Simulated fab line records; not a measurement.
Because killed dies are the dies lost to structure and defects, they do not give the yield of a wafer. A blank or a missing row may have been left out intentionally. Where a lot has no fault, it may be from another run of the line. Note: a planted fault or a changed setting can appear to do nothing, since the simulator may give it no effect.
Struck lot and sound lot, side by side -- flow nand-harc -- 13 steps out of a route of 1159
Sound: wafers L286.1, L286.3, L286.5. Wafers struck: L302.1, L302.2, L302.4. Last of all comes the cause.
For every step that has rows: the tool of each side, followed by ch and its chambers, followed by its first start. Under that, the readings that differ: sound wafers -- struck wafers -- difference of the means -- sigmas: that difference in standard deviations of wafers without a fault.
alike: readings with means less than 2 such deviations apart, plus words and numbers identical on both sides. not compared: withheld readings, readings lacking a value on some wafer, bounds such as >300 that could conceal the same value, and numbers that have no deviation in the record and whose values overlap.
A row with sigmas, a row that says differs or no value, or rows on one side alone: a step with any of these is where the two part. Numbers that don't overlap but have no deviation are shown without sigmas and don't part them. A reading missing from all wafers of one side parts the sides only when that side holds two or more wafers.

first, 1 step without rows for these wafers: NHARC_P_M0_SRD_25.
NHARC_P_M0_INSPECT_27:
  sound on defect-inspect-02 at day 6 21:25; struck on defect-inspect-01 at day 10 01:46
  alike: raw-defect-count
NHARC_P_M0_PRE_CLEAN_31: time 12 s.
  sound on pecvd-01 ch 0,1,2, day 6 21:30; struck on pecvd-01 ch 0,1, day 10 02:12
  alike: heater-power-w
NHARC_P_M0_DEP_32: deposits SiCN, target thk 30 nm.
  sound on pecvd-01 ch 0,1,2, day 6 21:37; struck on pecvd-01 ch 0,1, day 10 02:19
  alike: chamber-pressure-Torr, heater-power-w
then, 7 steps without rows for these wafers: NHARC_P_M1_DEP_00 (deposits SiOC, target thk 182.5 nm); NHARC_P_M1_DEHYDRATE_01 (time 120 s); NHARC_P_M1_HMDS_02 (time 30 s); NHARC_P_M1_COAT_34 (time 65 s); NHARC_P_M1_COAT_03 (resist thk 90 nm); NHARC_P_M1_SOFTBAKE_04 (time 55 s); NHARC_P_M1_EBR_05.
NHARC_P_M1_EXPOSE_06: exposes mask P M1, target cd 130 nm.
  sound on arfi-scanner-02 ch 0, day 6 22:32; struck on arfi-scanner-03, day 10 03:22
  no value came back on the struck wafers for exposure-dose-mJ-cm2, focus-offset-nm (nm), reticle-temp-C (C); on the sound wafers exposure-dose-mJ-cm2 reads 83.3 83.4 83.4
  alike: mask
then, 1 step without rows for these wafers: NHARC_P_M1_PEB_07 (peb time 65 s).

== WHERE THEY PART ==
Within this record, at NHARC_P_M1_EXPOSE_06 only.

WHY: the cause the simulator had injected
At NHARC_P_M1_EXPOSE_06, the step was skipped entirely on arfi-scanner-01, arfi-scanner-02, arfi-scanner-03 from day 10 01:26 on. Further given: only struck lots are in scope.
